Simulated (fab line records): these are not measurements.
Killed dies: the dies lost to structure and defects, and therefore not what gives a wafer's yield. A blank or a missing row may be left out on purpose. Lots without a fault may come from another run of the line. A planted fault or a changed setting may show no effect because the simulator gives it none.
The tool behind it: which one? -- flow n5-finfet -- 8 lots with 23 wafers sampled at 5 steps, on a route of 1938 steps

## WHAT THE GAUGES SHOWED, per wafer
N5_BEOL_M4_RC_MEAS_101. Usual: DIBL_N 35.9 mV/V, standard deviation 1.8; DIBL_P 36.2 mV/V, standard deviation 2; IOFF_N 0.16 nA/um, standard deviation 0.031; IOFF_P 0.22 nA/um, standard deviation 0.041; ION_N 676 uA/um, standard deviation 11; ION_P 465 uA/um, standard deviation 8.5; SS_N 71.4 mV/dec, standard deviation 0.64; SS_P 73.2 mV/dec, standard deviation 0.7; VT_N 250 mV, standard deviation 3.5; VT_P -250 mV, standard deviation 3.9.
lot,measured,on,DIBL_N (mV/V),DIBL_P (mV/V),IOFF_N (nA/um),IOFF_P (nA/um),ION_N (uA/um),ION_P (uA/um),SS_N (mV/dec),SS_P (mV/dec),VT_N (mV),VT_P (mV),flag
L742,day 8 04:22,prober-02,35.3 34.0 35.9,37.7 35.3 37.8,0.15 0.13 0.16,0.21 0.18 0.22,681 657 688,472 456 467,70.8 70.9 70.8,73.5 73.1 73.5,250 253 251,-250 -252 -249,
L743,day 8 14:21,prober-02,36.6 33.5 35.1,35.9 32.5 35.4,0.17 0.11 0.15,0.19 0.15 0.18,673 657 676,449 450 457,71.5 70.8 71.1,73.4 71.8 72.0,250 252 250,-251 -254 -251,
L748,day 9 22:11,prober-01,34.1 36.5 36.3,32.5 35.7 35.0,0.12 0.17 0.16,0.19 0.24 0.22,672 682 675,468 464 459,71.3 71.4 71.6,72.5 73.8 72.7,253 247 249,-250 -247 -247,
L749,day 10 15:37,prober-01,34.9 35.7 34.9,37.0 37.8 37.7,0.15 0.17 0.15,0.21 0.23 0.23,687 681 675,466 467 468,71.2 72.0 71.4,73.0 73.2 73.7,249 251 249,-249 -249 -249,
L751,day 10 22:28,prober-01,37.4 38.1,37.1 37.7,0.16 0.18,0.21 0.24,679 680,465 473,71.1 72.2,73.3 73.7,248 249,-253 -250,
L758,day 12 05:52,prober-01,37.3 36.9 38.6,38.5 37.9 39.0,0.21 0.20 0.22,0.24 0.23 0.24,689 689 691,464 468 463,72.4 71.9 71.9,74.3 74.2 74.4,245 244 246,-249 -251 -250,
L760,day 13 02:40,prober-01,38.3 38.3 37.5,40.2 39.0 37.9,0.22 0.20 0.18,0.28 0.26 0.24,679 685 678,470 476 464,72.5 72.2 72.2,74.3 73.0 73.7,247 246 248,-245 -246 -247,
L761,day 13 04:31,prober-01,36.6 37.2 38.2,37.1 37.5 39.3,0.16 0.16 0.21,0.25 0.26 0.30,684 673 702,476 470 484,71.8 71.3 71.5,72.6 73.7 73.6,248 251 244,-247 -247 -246,

## EACH LOT AND THE TOOL THAT RAN IT (in order: tool; ch and the chambers of the sampled wafers; start)
lot,N5_BEOL_M3_ETCH_63,N5_BEOL_M3_DESCUM_33,N5_BEOL_M3_VIA_ETCH_34,N5_BEOL_M3_PRE_CLEAN_45
L742,"rie-diel-06 ch 1,3, day 7 04:07","rie-diel-04 ch 0,1,3, day 7 07:10","rie-diel-06 ch 1,2,3, day 7 15:55","pvd-sputter-03, day 7 16:47"
L743,"rie-diel-06 ch 1,2,3, day 7 16:47","rie-diel-06 ch 0,1,2, day 7 18:23","rie-diel-04 ch 0,2, day 7 20:36","pvd-sputter-03, day 7 21:12"
L748,"rie-diel-04 ch 0,2, day 8 21:57","rie-diel-04 ch 1,2,3, day 8 22:54","rie-diel-06 ch 0,2, day 8 23:50","pvd-sputter-02, day 9 01:35"
L749,"rie-diel-06 ch 1,2,3, day 9 16:35","rie-diel-04 ch 0,2,3, day 9 17:25","rie-diel-06 ch 0,2,3, day 9 19:59","pvd-sputter-01, day 9 21:16"
L751,"rie-diel-04 ch 1,2, day 9 22:17","rie-diel-04 ch 2,3, day 9 23:07","rie-diel-06 ch 1,2, day 9 23:43","pvd-sputter-02, day 10 00:13"
L758,"rie-diel-01 ch 0,1,3, day 11 06:11","rie-diel-06 ch 0,2, day 11 07:04","rie-diel-06 ch 0,2, day 11 07:51","pvd-sputter-03, day 11 08:50"
L760,"rie-diel-06 ch 1,3, day 12 03:17","rie-diel-01 ch 0,2, day 12 04:21","rie-diel-04 ch 0,2,3, day 12 10:20","pvd-sputter-01, day 12 11:08"
L761,"rie-diel-06 ch 0,3, day 12 10:29","rie-diel-06 ch 1,2,3, day 12 11:31","rie-diel-01 ch 0,1, day 12 15:17","pvd-sputter-01, day 12 16:08"
- N5_BEOL_M3_ETCH_63: etches SiARC in CF4, target depth 15.6 nm, time 26 s.
- N5_BEOL_M3_DESCUM_33: chemistry O2, time 7 s.
- N5_BEOL_M3_VIA_ETCH_34: etches the open film in C4F6/O2, target depth 69.4 nm, time 65.9 s.
- N5_BEOL_M3_PRE_CLEAN_45: time 30 s.

## WHAT THE TOOLS THEMSELVES READ (means of the sampled wafers that have a number; where no wafer has one, the mark that the record gives instead)
N5_BEOL_M3_ETCH_63. Usual: bias-w 36.00 W, standard deviation 0.12; drypump-motor-current-A 5.6 A, standard deviation 0.44; etch-rf-on-time-s 25.9 s, standard deviation 0.56; oes-product-au 0.66 a.u., standard deviation 0.076; rf-fwd-power-W 531.9 W, standard deviation 2.2; rf-vpp-V 184.3 V, standard deviation 1.3; showerhead-plenum-p-Torr 2.16 Torr, standard deviation 0.084; throttle-valve-pct 15.67 %, standard deviation 0.22.
lot,tool,bias-w (W),drypump-motor-current-A (A),etch-rf-on-time-s (s),oes-product-au (a.u.),rf-fwd-power-W (W),rf-vpp-V (V),showerhead-plenum-p-Torr (Torr),throttle-valve-pct (%),flag
L742,rie-diel-06,35.99,5.9,25.1,0.65,530.9,183.9,2.07,15.63,
L743,rie-diel-06,35.87,5.5,25.4,0.70,531.3,184.6,2.13,15.53,
L748,rie-diel-04,35.97,5.7,26.3,0.69,532.9,184.3,2.18,15.52,
L749,rie-diel-06,36.05,5.5,25.6,0.69,531.5,184.3,2.12,15.58,
L751,rie-diel-04,35.89,5.7,26.1,0.65,533.7,184.2,2.18,15.74,
L758,rie-diel-01,36.00,6.2,26.7,0.60,531.4,183.9,2.10,15.84,
L760,rie-diel-06,36.03,5.9,25.4,0.77,530.3,183.1,2.06,15.37,
L761,rie-diel-06,36.05,6.0,25.5,0.75,530.0,183.4,2.13,15.48,

N5_BEOL_M3_DESCUM_33. Usual: drypump-motor-current-A 5.6 A, standard deviation 0.46; oes-product-au 0.77 a.u., standard deviation 0.08; rf-fwd-power-W 49.40 W, standard deviation 0.23; rf-vpp-V 243.4 V, standard deviation 1.7; showerhead-plenum-p-Torr 2.11 Torr, standard deviation 0.091; throttle-valve-pct 20.48 %, standard deviation 0.24.
lot,tool,drypump-motor-current-A (A),oes-product-au (a.u.),rf-fwd-power-W (W),rf-vpp-V (V),showerhead-plenum-p-Torr (Torr),throttle-valve-pct (%),flag
L742,rie-diel-04,5.6,0.72,49.25,244.4,2.16,20.60,
L743,rie-diel-06,5.3,0.82,49.37,243.6,2.10,20.31,
L748,rie-diel-04,5.8,0.74,49.55,243.5,2.14,20.55,
L749,rie-diel-04,5.7,0.76,49.49,244.5,2.15,20.48,
L751,rie-diel-04,6.0,0.76,49.38,243.7,2.14,20.41,
L758,rie-diel-06,5.1,0.82,49.44,243.9,2.19,20.36,
L760,rie-diel-01,5.5,0.73,49.23,242.8,2.10,20.58,
L761,rie-diel-06,5.5,0.86,49.47,242.5,2.06,20.24,

N5_BEOL_M3_VIA_ETCH_34. Usual: bias-w 169.9 W, standard deviation 0.5; drypump-motor-current-A 5.7 A, standard deviation 0.5; oes_o_777_au 0.77 a.u., standard deviation 0.088; oes-product-au 0.77 a.u., standard deviation 0.079; rf-fwd-power-W 347.1 W, standard deviation 1.4; rf-vpp-V 667 V, standard deviation 8.5; run-length-s 89.2 s, standard deviation 0.55; showerhead-plenum-p-Torr 2.85 Torr, standard deviation 0.12; throttle-valve-pct 30.80 %, standard deviation 0.24.
lot,tool,bias-w (W),drypump-motor-current-A (A),oes_o_777_au (a.u.),oes-product-au (a.u.),rf-fwd-power-W (W),rf-vpp-V (V),run-length-s (s),showerhead-plenum-p-Torr (Torr),throttle-valve-pct (%),flag
L742,rie-diel-06,169.3,5.5,0.84,0.83,347.2,666,89.4,2.81,30.64,
L743,rie-diel-04,169.8,5.5,0.79,0.78,345.7,671,89.6,2.93,30.80,
L748,rie-diel-06,169.7,5.3,0.79,0.79,347.1,663,89.5,2.95,30.73,
L749,rie-diel-06,170.2,5.5,0.80,0.78,347.2,662,92.8,2.91,30.76,OFF
L751,rie-diel-06,170.2,5.2,0.83,0.84,347.5,668,92.2,2.81,30.53,OFF
L758,rie-diel-06,170.5,5.1,0.83,0.83,348.0,663,91.6,2.97,30.64,OFF
L760,rie-diel-04,169.9,5.8,0.83,0.84,349.0,664,89.2,2.90,30.58,
L761,rie-diel-01,170.0,6.3,0.70,0.70,345.8,664,88.5,2.73,31.05,

N5_BEOL_M3_PRE_CLEAN_45. Usual: heater-power-w 335 W, standard deviation 40.
lot,tool,heater-power-w (W),flag
L742,pvd-sputter-03,344,
L743,pvd-sputter-03,352,
L748,pvd-sputter-02,275,
L749,pvd-sputter-01,384,
L751,pvd-sputter-02,340,
L758,pvd-sputter-03,360,
L760,pvd-sputter-01,375,
L761,pvd-sputter-01,345,

## THE ANSWER, worked out from the rows above alone
Rule: a lot is off if the mean of its wafers that have a number lies more than 3 standard deviations from the usual mean. A lot without any number at a reading at which 4 lots or more have one is off too. Any other lot the step has rows for is counted as sound. First the gauges in route order, then the tools' own readings, where a lot's mean is used as printed above. The first step at which some lot is off is used, and at that step the reading that is off furthest; a lot without a number counts as furthest.
Off: L749, L751, L758, at N5_BEOL_M3_VIA_ETCH_34 (run-length-s).
A tool fits if, at that step or a process step before it, it ran every lot that is off, and no sound lot after the first of them. One fits: N5_BEOL_M3_VIA_ETCH_34 on rie-diel-06. A fault onset in the window from L748 (day 8 23:50, its last sound lot) to L749 (day 9 19:59, its first lot off) fits.
On the lots that are off, the tool's own readings at N5_BEOL_M3_VIA_ETCH_34 differ by more than 5 times the standard deviation of the sound lots' means, which bears it out; run-length-s reads 92.2 s there versus 89.2 s on the sound lots.

## WHAT THE SIMULATOR HAD PUT IN
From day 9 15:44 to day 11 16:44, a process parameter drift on rie-diel-06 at N5_BEOL_M3_VIA_ETCH_34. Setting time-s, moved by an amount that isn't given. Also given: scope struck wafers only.
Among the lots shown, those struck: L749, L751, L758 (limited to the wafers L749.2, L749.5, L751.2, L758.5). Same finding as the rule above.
